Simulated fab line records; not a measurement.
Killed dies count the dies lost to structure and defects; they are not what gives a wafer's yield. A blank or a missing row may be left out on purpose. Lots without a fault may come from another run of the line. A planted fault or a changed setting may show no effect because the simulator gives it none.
fab line records / flow n5-finfet
record lots=7 wafers=39
route steps=1938 shown WELL_APT@33 FIN_CUT@169 DUMMY_GATE@246
start-h: hours from the record's first day to the start of the lot's first wafer shown / wait-h: hours since the lot's step before / " identical to the entry in the row above / L1.1+2: a row that stands for several wafers / - no value, or no start was given / * or withheld: withheld / < > ~ a bound
route shown NAME@n: a module of which the file shows steps, and the number in the route of the first / usual: average and standard deviation across the fault-free wafers / same: alike in all rows / chamber/n: place in a boat / sites: readings site by site / _std_site: standard deviation of those values / _edge_site: outer sites' mean less inner sites' / radius-mm: how far each site lies from the wafer's centre / mask NAME#n: copy n / behind: the most recent tool/chamber to have shaped the wafer / hold: what put the lot on hold/how long, in hours/how the hold closed / device: the n, p or np transistor that did not switch / end of line: the tests these same wafers got at the end of their route / a step given without rows: its recipe and nothing more / killed: at the first sort, the dies lost to defects and structure; wafer yield is something else / map: dies across one wafer; x = killed, . = not, _ = none there
set.NAME: the setting the step ran with; set.NAME@STEP: the setting that earlier step ran with / model.NAME: the simulator's own value behind a step, which no gauge read
lots with deliberately changed settings; one table per step, one row per wafer
## steps
# step N5_WELL_APT_IMPLANT_15
# recipe species=As energy-kev=25 dose-cm2=1.5e+13 tilt-deg=0 rotation-deg=0
lot.wafer=L076.1+3+5 tool=implanter-01 chamber=0 start-h=26.17 wait-h=0.1 set.energy-kev=27.42 model.implant.rp-nm=20.3 model.implant.drp-nm=9.034
lot.wafer=L076.2+4+6 tool=implanter-01 chamber=0 start-h=26.17 wait-h=0.1 set.energy-kev=25 model.implant.rp-nm=18.94 model.implant.drp-nm=8.457
lot.wafer=L082.1+3+6 tool=implanter-01 chamber=0 start-h=63.37 wait-h=0.1 set.energy-kev=25 model.implant.rp-nm=18.7 model.implant.drp-nm=8.457
lot.wafer=L082.2+4+5 tool=implanter-01 chamber=0 start-h=63.37 wait-h=0.1 set.energy-kev=23.63 model.implant.rp-nm=17.94 model.implant.drp-nm=8.127
lot.wafer=L084.1+4+6 tool=implanter-01 chamber=0 start-h=73.93 wait-h=0.1 set.energy-kev=25 model.implant.rp-nm=18.85 model.implant.drp-nm=8.457
lot.wafer=L084.2+3+5 tool=implanter-01 chamber=0 start-h=73.93 wait-h=0.1 set.energy-kev=26.36 model.implant.rp-nm=19.61 model.implant.drp-nm=8.782
lot.wafer=L085.1+3+6 tool=implanter-01 chamber=0 start-h=80.81 wait-h=0.1 set.energy-kev=25 model.implant.rp-nm=18.67 model.implant.drp-nm=8.457
lot.wafer=L094.1+2+3+4+5+6 tool=implanter-01 chamber=0 start-h=134.19 wait-h=0.1 set.energy-kev=25 model.implant.rp-nm=18.58 model.implant.drp-nm=8.457
lot.wafer=L095.1+2+3+4+5+6 tool=implanter-01 chamber=0 start-h=140.41 wait-h=0.1 set.energy-kev=25 model.implant.rp-nm=18.9 model.implant.drp-nm=8.457
lot.wafer=L096.1+3+5 tool=implanter-02 chamber=0 start-h=146.30 wait-h=0.1 set.energy-kev=28.47 model.implant.rp-nm=20.69 model.implant.drp-nm=9.282
lot.wafer=L096.2+4+6 tool=implanter-02 chamber=0 start-h=146.30 wait-h=0.1 set.energy-kev=25 model.implant.rp-nm=18.77 model.implant.drp-nm=8.457
# step N5_FIN_CUT_ETCH_21
# recipe chemistry=N2/H2 target=SOC target-depth-a=2190 overetch-a=438 mask-material=SiARC temp-c=40 ion-energy-ev=100 bias-w=61 time-s=523.5 pressure-mtorr=30 source-w=850 n2-flow-sccm=200 h2-flow-sccm=200
lot.wafer=L076.1 tool=rie-diel-06 chamber=1 start-h=39.33 wait-h=0.0 set.time-s=523.5 model.etch.depth-nm=231.2 model.SiARC_of_FIN_CUT_COAT_19.thk-nm=11.8
lot.wafer=L076.2 tool=rie-diel-06 chamber=0 start-h=39.33 wait-h=0.0 set.time-s=523.5 model.etch.depth-nm=231.1 model.SiARC_of_FIN_CUT_COAT_19.thk-nm=12
lot.wafer=L076.3 tool=rie-diel-06 chamber=3 start-h=39.33 wait-h=0.0 set.time-s=523.5 model.etch.depth-nm=230.2 model.SiARC_of_FIN_CUT_COAT_19.thk-nm=11.8
lot.wafer=L076.4 tool=rie-diel-06 chamber=2 start-h=39.33 wait-h=0.0 set.time-s=523.5 model.etch.depth-nm=230.1 model.SiARC_of_FIN_CUT_COAT_19.thk-nm=11.6
lot.wafer=L076.5 tool=rie-diel-06 chamber=1 start-h=39.33 wait-h=0.0 set.time-s=523.5 model.etch.depth-nm=231.3 model.SiARC_of_FIN_CUT_COAT_19.thk-nm=11.6
lot.wafer=L076.6 tool=rie-diel-06 chamber=0 start-h=39.33 wait-h=0.0 set.time-s=523.5 model.etch.depth-nm=231.3 model.SiARC_of_FIN_CUT_COAT_19.thk-nm=12
lot.wafer=L082.1 tool=rie-diel-01 chamber=0 start-h=77.09 wait-h=0.0 set.time-s=442.1 model.etch.depth-nm=224.4 model.SiARC_of_FIN_CUT_COAT_19.thk-nm=13
lot.wafer=L082.2 tool=rie-diel-01 chamber=3 start-h=77.09 wait-h=0.0 set.time-s=523.5 model.etch.depth-nm=231.8 model.SiARC_of_FIN_CUT_COAT_19.thk-nm=12
lot.wafer=L082.3 tool=rie-diel-01 chamber=1 start-h=77.09 wait-h=0.0 set.time-s=523.5 model.etch.depth-nm=231 model.SiARC_of_FIN_CUT_COAT_19.thk-nm=11.8
lot.wafer=L082.4 tool=rie-diel-01 chamber=2 start-h=77.09 wait-h=0.0 set.time-s=523.5 model.etch.depth-nm=232.1 model.SiARC_of_FIN_CUT_COAT_19.thk-nm=12
lot.wafer=L082.5 tool=rie-diel-01 chamber=1 start-h=77.09 wait-h=0.0 set.time-s=442.1 model.etch.depth-nm=223.4 model.SiARC_of_FIN_CUT_COAT_19.thk-nm=13
lot.wafer=L082.6 tool=rie-diel-01 chamber=2 start-h=77.09 wait-h=0.0 set.time-s=442.1 model.etch.depth-nm=217.2 model.SiARC_of_FIN_CUT_COAT_19.thk-nm=13.2
lot.wafer=L084.1 tool=rie-diel-06 chamber=2 start-h=87.41 wait-h=0.0 set.time-s=574.2 model.etch.depth-nm=230.7 model.SiARC_of_FIN_CUT_COAT_19.thk-nm=11
lot.wafer=L084.2 tool=rie-diel-06 chamber=1 start-h=87.41 wait-h=0.0 set.time-s=574.2 model.etch.depth-nm=230.2 model.SiARC_of_FIN_CUT_COAT_19.thk-nm=11.2
lot.wafer=L084.3 tool=rie-diel-06 chamber=3 start-h=87.41 wait-h=0.0 set.time-s=574.2 model.etch.depth-nm=230.3 model.SiARC_of_FIN_CUT_COAT_19.thk-nm=11.2
lot.wafer=L084.4 tool=rie-diel-06 chamber=0 start-h=87.41 wait-h=0.0 set.time-s=523.5 model.etch.depth-nm=230 model.SiARC_of_FIN_CUT_COAT_19.thk-nm=12.2
lot.wafer=L084.5 tool=rie-diel-06 chamber=2 start-h=87.41 wait-h=0.0 set.time-s=523.5 model.etch.depth-nm=230.5 model.SiARC_of_FIN_CUT_COAT_19.thk-nm=11.8
lot.wafer=L084.6 tool=rie-diel-06 chamber=3 start-h=87.41 wait-h=0.0 set.time-s=523.5 model.etch.depth-nm=229.7 model.SiARC_of_FIN_CUT_COAT_19.thk-nm=11.8
lot.wafer=L085.1+3 tool=rie-diel-02 chamber=3,0 start-h=97.24 wait-h=0.0 set.time-s=523.5 model.etch.depth-nm=228.6 model.SiARC_of_FIN_CUT_COAT_19.thk-nm=12
lot.wafer=L085.6 tool=rie-diel-02 chamber=3 start-h=97.24 wait-h=0.0 set.time-s=523.5 model.etch.depth-nm=228.4 model.SiARC_of_FIN_CUT_COAT_19.thk-nm=12
lot.wafer=L094.1 tool=rie-diel-06 chamber=2 start-h=147.65 wait-h=0.0 set.time-s=523.5 model.etch.depth-nm=231.3 model.SiARC_of_FIN_CUT_COAT_19.thk-nm=11.8
lot.wafer=L094.2 tool=rie-diel-06 chamber=0 start-h=147.65 wait-h=0.0 set.time-s=523.5 model.etch.depth-nm=230.5 model.SiARC_of_FIN_CUT_COAT_19.thk-nm=12
lot.wafer=L094.3 tool=rie-diel-06 chamber=3 start-h=147.65 wait-h=0.0 set.time-s=523.5 model.etch.depth-nm=230.6 model.SiARC_of_FIN_CUT_COAT_19.thk-nm=11.8
lot.wafer=L094.4 tool=rie-diel-06 chamber=1 start-h=147.65 wait-h=0.0 set.time-s=523.5 model.etch.depth-nm=230.6 model.SiARC_of_FIN_CUT_COAT_19.thk-nm=12
lot.wafer=L094.5 tool=rie-diel-06 chamber=1 start-h=147.65 wait-h=0.0 set.time-s=523.5 model.etch.depth-nm=230.5 model.SiARC_of_FIN_CUT_COAT_19.thk-nm=11.8
lot.wafer=L094.6 tool=rie-diel-06 chamber=2 start-h=147.65 wait-h=0.0 set.time-s=523.5 model.etch.depth-nm=229.5 model.SiARC_of_FIN_CUT_COAT_19.thk-nm=11.6
lot.wafer=L095.1 tool=rie-diel-01 chamber=2 start-h=155.79 wait-h=0.0 set.time-s=523.5 model.etch.depth-nm=229.8 model.SiARC_of_FIN_CUT_COAT_19.thk-nm=12.2
lot.wafer=L095.2 tool=rie-diel-01 chamber=1 start-h=155.79 wait-h=0.0 set.time-s=523.5 model.etch.depth-nm=229.8 model.SiARC_of_FIN_CUT_COAT_19.thk-nm=12
lot.wafer=L095.3 tool=rie-diel-01 chamber=3 start-h=155.79 wait-h=0.0 set.time-s=523.5 model.etch.depth-nm=229.9 model.SiARC_of_FIN_CUT_COAT_19.thk-nm=12.4
lot.wafer=L095.4 tool=rie-diel-01 chamber=0 start-h=155.79 wait-h=0.0 set.time-s=406.4 model.etch.depth-nm=203.7 model.SiARC_of_FIN_CUT_COAT_19.thk-nm=13.8
lot.wafer=L095.5 tool=rie-diel-01 chamber=0 start-h=155.79 wait-h=0.0 set.time-s=406.4 model.etch.depth-nm=203.6 model.SiARC_of_FIN_CUT_COAT_19.thk-nm=13.8
lot.wafer=L095.6 tool=rie-diel-01 chamber=1 start-h=155.79 wait-h=0.0 set.time-s=406.4 model.etch.depth-nm=204.8 model.SiARC_of_FIN_CUT_COAT_19.thk-nm=13.8
lot.wafer=L096.1 tool=rie-diel-01 chamber=0 start-h=158.24 wait-h=0.0 set.time-s=523.5 model.etch.depth-nm=228.9 model.SiARC_of_FIN_CUT_COAT_19.thk-nm=12
lot.wafer=L096.2 tool=rie-diel-01 chamber=1 start-h=158.24 wait-h=0.0 set.time-s=523.5 model.etch.depth-nm=229.3 model.SiARC_of_FIN_CUT_COAT_19.thk-nm=11.8
lot.wafer=L096.3 tool=rie-diel-01 chamber=3 start-h=158.24 wait-h=0.0 set.time-s=523.5 model.etch.depth-nm=230 model.SiARC_of_FIN_CUT_COAT_19.thk-nm=12.2
lot.wafer=L096.4 tool=rie-diel-01 chamber=2 start-h=158.24 wait-h=0.0 set.time-s=523.5 model.etch.depth-nm=229 model.SiARC_of_FIN_CUT_COAT_19.thk-nm=12
lot.wafer=L096.5 tool=rie-diel-01 chamber=0 start-h=158.24 wait-h=0.0 set.time-s=523.5 model.etch.depth-nm=230 model.SiARC_of_FIN_CUT_COAT_19.thk-nm=12
lot.wafer=L096.6 tool=rie-diel-01 chamber=3 start-h=158.24 wait-h=0.0 set.time-s=523.5 model.etch.depth-nm=229.7 model.SiARC_of_FIN_CUT_COAT_19.thk-nm=12.2
# step N5_DUMMY_GATE_ETCH_32
# recipe chemistry=CF4 target=SiO2 target-depth-a=35 time-s=3.9 ion-energy-ev=350 pressure-mtorr=10 icp-w=800 bias-w=400 cf4-flow-sccm=80
lot.wafer=L076.1 tool=rie-si-02 chamber=0 start-h=61.39 wait-h=0.1 set.time-s=3.307 model.etch.depth-nm=3.049
lot.wafer=L076.2 tool=rie-si-02 chamber=3 start-h=61.39 wait-h=0.1 set.time-s=3.307 model.etch.depth-nm=2.991
lot.wafer=L076.3 tool=rie-si-02 chamber=1 start-h=61.39 wait-h=0.1 set.time-s=3.307 model.etch.depth-nm=3.026
lot.wafer=L076.4 tool=rie-si-02 chamber=3 start-h=61.39 wait-h=0.1 set.time-s=3.9 model.etch.depth-nm=3.503
lot.wafer=L076.5 tool=rie-si-02 chamber=0 start-h=61.39 wait-h=0.1 set.time-s=3.9 model.etch.depth-nm=3.588
lot.wafer=L076.6 tool=rie-si-02 chamber=1 start-h=61.39 wait-h=0.1 set.time-s=3.9 model.etch.depth-nm=3.58
lot.wafer=L082.1 tool=rie-si-03 chamber=2 start-h=95.94 wait-h=0.1 set.time-s=3.9 model.etch.depth-nm=3.467
lot.wafer=L082.2 tool=rie-si-03 chamber=0 start-h=95.94 wait-h=0.1 set.time-s=3.9 model.etch.depth-nm=3.629
lot.wafer=L082.3 tool=rie-si-03 chamber=1 start-h=95.94 wait-h=0.1 set.time-s=3.9 model.etch.depth-nm=3.495
lot.wafer=L082.4 tool=rie-si-03 chamber=3 start-h=95.94 wait-h=0.1 set.time-s=3.9 model.etch.depth-nm=3.442
lot.wafer=L082.5 tool=rie-si-03 chamber=3 start-h=95.94 wait-h=0.1 set.time-s=3.9 model.etch.depth-nm=3.448
lot.wafer=L082.6 tool=rie-si-03 chamber=2 start-h=95.94 wait-h=0.1 set.time-s=3.9 model.etch.depth-nm=3.5
lot.wafer=L084.1 tool=rie-si-02 chamber=3 start-h=107.02 wait-h=0.1 set.time-s=3.9 model.etch.depth-nm=3.552
lot.wafer=L084.2 tool=rie-si-02 chamber=2 start-h=107.02 wait-h=0.1 set.time-s=3.9 model.etch.depth-nm=3.518
lot.wafer=L084.3 tool=rie-si-02 chamber=1 start-h=107.02 wait-h=0.1 set.time-s=3.9 model.etch.depth-nm=3.571
lot.wafer=L084.4 tool=rie-si-02 chamber=0 start-h=107.02 wait-h=0.1 set.time-s=3.9 model.etch.depth-nm=3.598
lot.wafer=L084.5 tool=rie-si-02 chamber=1 start-h=107.02 wait-h=0.1 set.time-s=3.9 model.etch.depth-nm=3.579
lot.wafer=L084.6 tool=rie-si-02 chamber=0 start-h=107.02 wait-h=0.1 set.time-s=3.9 model.etch.depth-nm=3.587
lot.wafer=L085.1 tool=rie-si-04 chamber=1 start-h=116.62 wait-h=0.1 set.time-s=3.9 model.etch.depth-nm=3.352
lot.wafer=L085.3 tool=rie-si-04 chamber=2 start-h=116.62 wait-h=0.1 set.time-s=3.9 model.etch.depth-nm=3.458
lot.wafer=L085.6 tool=rie-si-04 chamber=3 start-h=116.62 wait-h=0.1 set.time-s=3.9 model.etch.depth-nm=3.293
lot.wafer=L094.1 tool=rie-si-02 chamber=0 start-h=167.13 wait-h=0.1 set.time-s=3.253 model.etch.depth-nm=2.95
lot.wafer=L094.2 tool=rie-si-02 chamber=2 start-h=167.13 wait-h=0.1 set.time-s=3.253 model.etch.depth-nm=2.885
lot.wafer=L094.3 tool=rie-si-02 chamber=3 start-h=167.13 wait-h=0.1 set.time-s=3.253 model.etch.depth-nm=2.938
lot.wafer=L094.4 tool=rie-si-02 chamber=2 start-h=167.13 wait-h=0.1 set.time-s=3.9 model.etch.depth-nm=3.459
lot.wafer=L094.5 tool=rie-si-02 chamber=0 start-h=167.13 wait-h=0.1 set.time-s=3.9 model.etch.depth-nm=3.568
lot.wafer=L094.6 tool=rie-si-02 chamber=3 start-h=167.13 wait-h=0.1 set.time-s=3.9 model.etch.depth-nm=3.544
lot.wafer=L095.1 tool=rie-si-04 chamber=0 start-h=174.81 wait-h=0.1 set.time-s=3.9 model.etch.depth-nm=3.458
lot.wafer=L095.2 tool=rie-si-04 chamber=2 start-h=174.81 wait-h=0.1 set.time-s=3.9 model.etch.depth-nm=3.439
lot.wafer=L095.3 tool=rie-si-04 chamber=3 start-h=174.81 wait-h=0.1 set.time-s=2.982 model.etch.depth-nm=2.554
lot.wafer=L095.4 tool=rie-si-04 chamber=1 start-h=174.81 wait-h=0.1 set.time-s=3.9 model.etch.depth-nm=3.342
lot.wafer=L095.5 tool=rie-si-04 chamber=0 start-h=174.81 wait-h=0.1 set.time-s=2.982 model.etch.depth-nm=2.655
lot.wafer=L095.6 tool=rie-si-04 chamber=1 start-h=174.81 wait-h=0.1 set.time-s=2.982 model.etch.depth-nm=2.575
lot.wafer=L096.1 tool=rie-si-03 chamber=0 start-h=177.66 wait-h=0.1 set.time-s=3.9 model.etch.depth-nm=3.678
lot.wafer=L096.2 tool=rie-si-03 chamber=1 start-h=177.66 wait-h=0.1 set.time-s=3.9 model.etch.depth-nm=3.524
lot.wafer=L096.3 tool=rie-si-03 chamber=2 start-h=177.66 wait-h=0.1 set.time-s=3.9 model.etch.depth-nm=3.508
lot.wafer=L096.4 tool=rie-si-03 chamber=3 start-h=177.66 wait-h=0.1 set.time-s=3.9 model.etch.depth-nm=3.417
lot.wafer=L096.5 tool=rie-si-03 chamber=1 start-h=177.66 wait-h=0.1 set.time-s=3.9 model.etch.depth-nm=3.517
lot.wafer=L096.6 tool=rie-si-03 chamber=2 start-h=177.66 wait-h=0.1 set.time-s=3.9 model.etch.depth-nm=3.502
# step N5_DUMMY_GATE_ETCH_42
# recipe chemistry=CHF3/O2 target=SiO2 target-depth-a=35 time-s=31 ion-energy-ev=30 bias-w=12 pressure-mtorr=30 source-w=600 Ar_flow_sccm=200 CHF3_flow_sccm=50 O2_flow_sccm=5
# usual rf-vpp-V=42.5/1.1
lot.wafer=L076.1 tool=rie-diel-01 chamber=0 start-h=61.64 wait-h=0.0 set.bias-w=12 rf-vpp-V=42.3
lot.wafer=L076.2 tool=rie-diel-01 chamber=1 start-h=61.64 wait-h=0.0 set.bias-w=11.41 rf-vpp-V=39.9
lot.wafer=L076.3 tool=rie-diel-01 chamber=2 start-h=61.64 wait-h=0.0 set.bias-w=12 rf-vpp-V=43.3
lot.wafer=L076.4 tool=rie-diel-01 chamber=3 start-h=61.64 wait-h=0.0 set.bias-w=12 rf-vpp-V=41.4
lot.wafer=L076.5 tool=rie-diel-01 chamber=1 start-h=61.64 wait-h=0.0 set.bias-w=11.41 rf-vpp-V=41.7
lot.wafer=L076.6 tool=rie-diel-01 chamber=2 start-h=61.64 wait-h=0.0 set.bias-w=11.41 rf-vpp-V=41.3
lot.wafer=L082.1 tool=rie-diel-01 chamber=0 start-h=96.19 wait-h=0.0 set.bias-w=12 rf-vpp-V=40.0
lot.wafer=L082.2 tool=rie-diel-01 chamber=3 start-h=96.19 wait-h=0.0 set.bias-w=12 rf-vpp-V=41.7
lot.wafer=L082.3 tool=rie-diel-01 chamber=1 start-h=96.19 wait-h=0.0 set.bias-w=13.13 rf-vpp-V=43.7
lot.wafer=L082.4 tool=rie-diel-01 chamber=2 start-h=96.19 wait-h=0.0 set.bias-w=13.13 rf-vpp-V=44.8
lot.wafer=L082.5 tool=rie-diel-01 chamber=2 start-h=96.19 wait-h=0.0 set.bias-w=13.13 rf-vpp-V=46.2
lot.wafer=L082.6 tool=rie-diel-01 chamber=1 start-h=96.19 wait-h=0.0 set.bias-w=12 rf-vpp-V=43.0
lot.wafer=L084.1 tool=rie-diel-06 chamber=2 start-h=107.31 wait-h=0.1 set.bias-w=12 rf-vpp-V=42.5
lot.wafer=L084.2 tool=rie-diel-06 chamber=3 start-h=107.31 wait-h=0.1 set.bias-w=12 rf-vpp-V=42.5
lot.wafer=L084.3 tool=rie-diel-06 chamber=1 start-h=107.31 wait-h=0.1 set.bias-w=10.42 rf-vpp-V=38.7
lot.wafer=L084.4 tool=rie-diel-06 chamber=0 start-h=107.31 wait-h=0.1 set.bias-w=12 rf-vpp-V=43.8
lot.wafer=L084.5 tool=rie-diel-06 chamber=1 start-h=107.31 wait-h=0.1 set.bias-w=10.42 rf-vpp-V=38.9
lot.wafer=L084.6 tool=rie-diel-06 chamber=0 start-h=107.31 wait-h=0.1 set.bias-w=10.42 rf-vpp-V=37.1
lot.wafer=L085.1 tool=rie-diel-01 chamber=3 start-h=116.86 wait-h=0.0 set.bias-w=12 rf-vpp-V=42.1
lot.wafer=L085.3 tool=rie-diel-01 chamber=1 start-h=116.86 wait-h=0.0 set.bias-w=12 rf-vpp-V=42.5
lot.wafer=L085.6 tool=rie-diel-01 chamber=1 start-h=116.86 wait-h=0.0 set.bias-w=12 rf-vpp-V=43.3
lot.wafer=L094.1 tool=rie-diel-01 chamber=2 start-h=167.65 wait-h=0.3 set.bias-w=12 rf-vpp-V=43.8
lot.wafer=L094.2 tool=rie-diel-01 chamber=3 start-h=167.65 wait-h=0.3 set.bias-w=12 rf-vpp-V=42.1
lot.wafer=L094.3 tool=rie-diel-01 chamber=1 start-h=167.65 wait-h=0.3 set.bias-w=10.82 rf-vpp-V=40.1
lot.wafer=L094.4 tool=rie-diel-01 chamber=0 start-h=167.65 wait-h=0.3 set.bias-w=10.82 rf-vpp-V=38.9
lot.wafer=L094.5 tool=rie-diel-01 chamber=1 start-h=167.65 wait-h=0.3 set.bias-w=10.82 rf-vpp-V=38.5
lot.wafer=L094.6 tool=rie-diel-01 chamber=0 start-h=167.65 wait-h=0.3 set.bias-w=12 rf-vpp-V=42.3
lot.wafer=L095.1 tool=rie-diel-06 chamber=0 start-h=175.05 wait-h=0.0 set.bias-w=12 rf-vpp-V=40.9
lot.wafer=L095.2 tool=rie-diel-06 chamber=1 start-h=175.05 wait-h=0.0 set.bias-w=10.51 rf-vpp-V=38.6
lot.wafer=L095.3 tool=rie-diel-06 chamber=3 start-h=175.05 wait-h=0.0 set.bias-w=10.51 rf-vpp-V=39.2
lot.wafer=L095.4 tool=rie-diel-06 chamber=2 start-h=175.05 wait-h=0.0 set.bias-w=10.51 rf-vpp-V=37.0
lot.wafer=L095.5 tool=rie-diel-06 chamber=1 start-h=175.05 wait-h=0.0 set.bias-w=12 rf-vpp-V=43.4
lot.wafer=L095.6 tool=rie-diel-06 chamber=2 start-h=175.05 wait-h=0.0 set.bias-w=12 rf-vpp-V=41.3
lot.wafer=L096.1 tool=rie-diel-06 chamber=1 start-h=177.91 wait-h=0.0 set.bias-w=9.871 rf-vpp-V=37.8
lot.wafer=L096.2 tool=rie-diel-06 chamber=3 start-h=177.91 wait-h=0.0 set.bias-w=12 rf-vpp-V=42.3
lot.wafer=L096.3 tool=rie-diel-06 chamber=0 start-h=177.91 wait-h=0.0 set.bias-w=12 rf-vpp-V=41.2
lot.wafer=L096.4 tool=rie-diel-06 chamber=2 start-h=177.91 wait-h=0.0 set.bias-w=9.871 rf-vpp-V=35.0
lot.wafer=L096.5 tool=rie-diel-06 chamber=0 start-h=177.91 wait-h=0.0 set.bias-w=9.871 rf-vpp-V=36.5
lot.wafer=L096.6 tool=rie-diel-06 chamber=3 start-h=177.91 wait-h=0.0 set.bias-w=12 rf-vpp-V=43.8
## key
split step=N5_WELL_APT_IMPLANT_15 setting=energy-kev stated=25 by=wafer
response step=N5_WELL_APT_IMPLANT_15 reading=model.implant.rp-nm change=+0.139 per=1% r=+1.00
response step=N5_WELL_APT_IMPLANT_15 reading=model.implant.drp-nm change=+0.0595 per=1% r=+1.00
split step=N5_FIN_CUT_ETCH_21 setting=time-s stated=523.5 by=wafer
response step=N5_FIN_CUT_ETCH_21 reading=model.etch.depth-nm change=+0.878 per=1% r=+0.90
response step=N5_FIN_CUT_ETCH_21 reading=model.SiARC_of_FIN_CUT_COAT_19.thk-nm change=-0.0732 per=1% r=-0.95
split step=N5_DUMMY_GATE_ETCH_32 setting=time-s stated=3.9 by=wafer
response step=N5_DUMMY_GATE_ETCH_32 reading=model.etch.depth-nm change=+0.0352 per=1% r=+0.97
split step=N5_DUMMY_GATE_ETCH_42 setting=bias-w stated=12 by=wafer
response step=N5_DUMMY_GATE_ETCH_42 reading=rf-vpp-V change=+0.335 per=1% r=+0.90
